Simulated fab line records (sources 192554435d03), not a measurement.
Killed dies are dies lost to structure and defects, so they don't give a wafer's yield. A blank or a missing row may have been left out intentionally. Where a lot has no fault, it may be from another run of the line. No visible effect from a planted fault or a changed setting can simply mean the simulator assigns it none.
The tool behind it: which one? | flow n5Finfet | 10 lots with 28 wafers sampled at 2 steps, on a route of 1938 steps

## WHAT EACH GAUGE READ, for each wafer
N5_SDB_INSPECT_13: inspects for defects (brightfield).
lot  | measured    | on               | rawDefectCount
L167 | day 3 21:43 | defectInspect-01 | 110 73 104
L172 | day 5 07:04 | defectInspect-01 | 78 137 94
L173 | day 5 17:04 | defectInspect-01 | 34 28 49
L174 | day 5 19:08 | defectInspect-02 | 55 163 78
L177 | day 6 20:38 | defectInspect-02 | 78 76 47
L178 | day 6 21:45 | defectInspect-01 | 74 41
L179 | day 7 02:26 | defectInspect-02 | 56 74
L183 | day 7 21:47 | defectInspect-02 | 81 56 89
L185 | day 8 14:01 | defectInspect-01 | 54 58 61
L189 | day 9 15:07 | defectInspect-01 | 73 49 72

## WHAT TOOL EACH LOT RAN ON (gives the tool, then ch and the chambers of the sampled wafers, and finally the start)
lot  | N5_ILD0_ALD_15
L167 | aldSin-02 ch 0,2,3, day 3 18:38
L172 | aldSin-03 ch 2,3, day 5 03:59
L173 | aldSin-01 ch 0,2,3, day 5 14:06
L174 | aldSin-03 ch 1,2, day 5 16:03
L177 | aldSin-03 ch 0,1, day 6 17:35
L178 | aldSin-02 ch 1,3, day 6 18:41
L179 | aldSin-01 ch 2,3, day 7 00:35
L183 | aldSin-03 ch 0,1,2, day 7 18:50
L185 | aldSin-01 ch 0,1,2, day 8 11:03
L189 | aldSin-01 ch 0,1,2, day 9 12:02
- N5_ILD0_ALD_15: deposits SiNx, target thk 24 nm, pulse time 1 s, ald cycles 480.

## THE ANSWER, worked out from the rows above alone
Rule: the usual values come from the lots themselves. The widest of any qualifying gaps counts: lots, ordered by their means at a reading, are off when they make up no more than a third of the lots, leave a main group of 4 or more, and stand apart from it by 3 or more times the standard deviation of that group's means. If all means in a main group match to the digits the tables above print for the reading, that group is not used. Also off: a lot with no number at a reading for which 4 or more lots have one. All remaining lots with rows at the step are treated as sound.
Across all readings shown, no lot is off: no conclusion can be drawn from this.

## WHAT HAD BEEN PUT IN BY THE SIMULATOR
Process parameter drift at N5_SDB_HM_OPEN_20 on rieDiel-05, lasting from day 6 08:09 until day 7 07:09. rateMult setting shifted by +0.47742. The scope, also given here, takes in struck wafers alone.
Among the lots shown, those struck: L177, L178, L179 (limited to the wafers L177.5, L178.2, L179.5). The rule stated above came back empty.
